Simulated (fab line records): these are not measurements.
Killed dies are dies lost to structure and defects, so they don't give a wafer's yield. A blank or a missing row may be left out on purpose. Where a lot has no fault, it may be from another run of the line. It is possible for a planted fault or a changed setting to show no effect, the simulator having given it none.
Matching of chambers | flow nand harc | rie diel-11 running NHARC_A_STAIRCASE_DESCUM_252: 4 sister chambers
The step chemistry O2, time 3 s. 4 wafers are shown with their chamber, then 12 later ones without.

WAFERS WITH THEIR CHAMBER
wafer  | chamber | drypump motor current A (A)
L089.1 | 3       | 5.5
L090.1 | 0       | 6.1
L090.2 | 1       | 5.8
L090.4 | 2       | 5.4

WAFERS MISSING THEIR CHAMBER
wafer  | drypump motor current A (A)
L092.1 | 5.3
L092.3 | 5.8
L092.4 | 5.5
L093.1 | 5.4
L093.2 | 5.5
L093.4 | 6.1
L093.3 | 5.8
L093.5 | 5.5
L093.6 | 6.1
L095.3 | 5.5
L095.5 | 5.9
L095.6 | 5.4

WHICH CHAMBER EACH WENT THROUGH
wafer  | from the rows above | in truth
L092.1 | 2                   | 2
L092.3 | 1                   | 1
L092.4 | 3                   | 3
L093.1 | 2                   | 2
L093.2 | 3                   | 3
L093.4 | 0                   | 0
L093.3 | 1                   | 1
L093.5 | 3                   | 3
L093.6 | 0                   | 0
L095.3 | 3                   | 3
L095.5 | 1                   | 1
L095.6 | 2                   | 2
Correctly placed: 12 of 12. Can't be placed from these rows: 0. Placed wrongly: 0.
How it was worked out, from the rows above alone: a wafer's distance from a chamber is the root of the sum, over the readings, of the square of ((its reading less the chamber's mean) divided by the reading's scatter). The wafer belongs to the nearest chamber; if the next one is less than 2 further off, it can't be placed. A chamber's mean is the mean of its shown wafers. The scatter (one wafer shown for each chamber): square how far every hidden wafer sits from the nearest shown wafer, average those squares and take the square root.
